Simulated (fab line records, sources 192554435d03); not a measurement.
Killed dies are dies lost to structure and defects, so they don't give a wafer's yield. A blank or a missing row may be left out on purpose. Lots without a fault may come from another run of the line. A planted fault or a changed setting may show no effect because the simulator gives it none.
Which tool did it? | flow n5_finfet | 6 lots, 13 wafers sampled, at 2 steps of a route of 1938

WHAT THE GAUGES READ, wafer by wafer
N5_BEOL_M1_CD_MEAS_18: pitch 36 nm, target cd 18 nm.
lot  | measured     | on        | cd_nm (nm)
L977 | day 6 19:50  | cd_sem-03 | 18.0 18.0
L981 | day 7 15:19  | cd_sem-03 | 17.6 18.0 17.5
L985 | day 9 00:50  | cd_sem-03 | 17.6 17.7
L987 | day 10 01:43 | cd_sem-01 | 18.1 18.3
L991 | day 10 14:40 | cd_sem-03 | 17.8 17.7
L994 | day 11 00:00 | cd_sem-03 | 18.0 18.8

WHICH TOOL RAN EACH LOT (tool, then ch and the chambers of the sampled wafers, then the start)
lot  | N5_BEOL_M1_STRIP_19
L977 | rie_diel-06 ch 0,1, day 6 19:46
L981 | rie_diel-06 ch 0,1,3, day 7 15:14
L985 | rie_diel-01 ch 3, day 9 00:46
L987 | rie_diel-02 ch 1,2, day 10 01:39
L991 | rie_diel-02 ch 2,3, day 10 14:35
L994 | rie_diel-01 ch 1,3, day 10 23:56
- N5_BEOL_M1_STRIP_19: strips in O2.

THE ANSWER, worked out from the rows above alone
Rule: what is usual is taken from the lots themselves. Put in order of their means at a reading, lots are off if they are a third of the lots or fewer, leave a main group of 4 or more, and stand apart from it by a gap of 3 or more times the standard deviation of the main group's means; of several such gaps the widest counts. A main group whose means are all the same, to the digits that the tables above print for the reading, isn't used. A lot without any number at a reading at which 4 lots or more have one is off too. The other lots that the step has rows for count as sound.
No lot is off at any reading shown: from this, nothing can be told.

WHAT THE SIMULATOR HAD PUT IN
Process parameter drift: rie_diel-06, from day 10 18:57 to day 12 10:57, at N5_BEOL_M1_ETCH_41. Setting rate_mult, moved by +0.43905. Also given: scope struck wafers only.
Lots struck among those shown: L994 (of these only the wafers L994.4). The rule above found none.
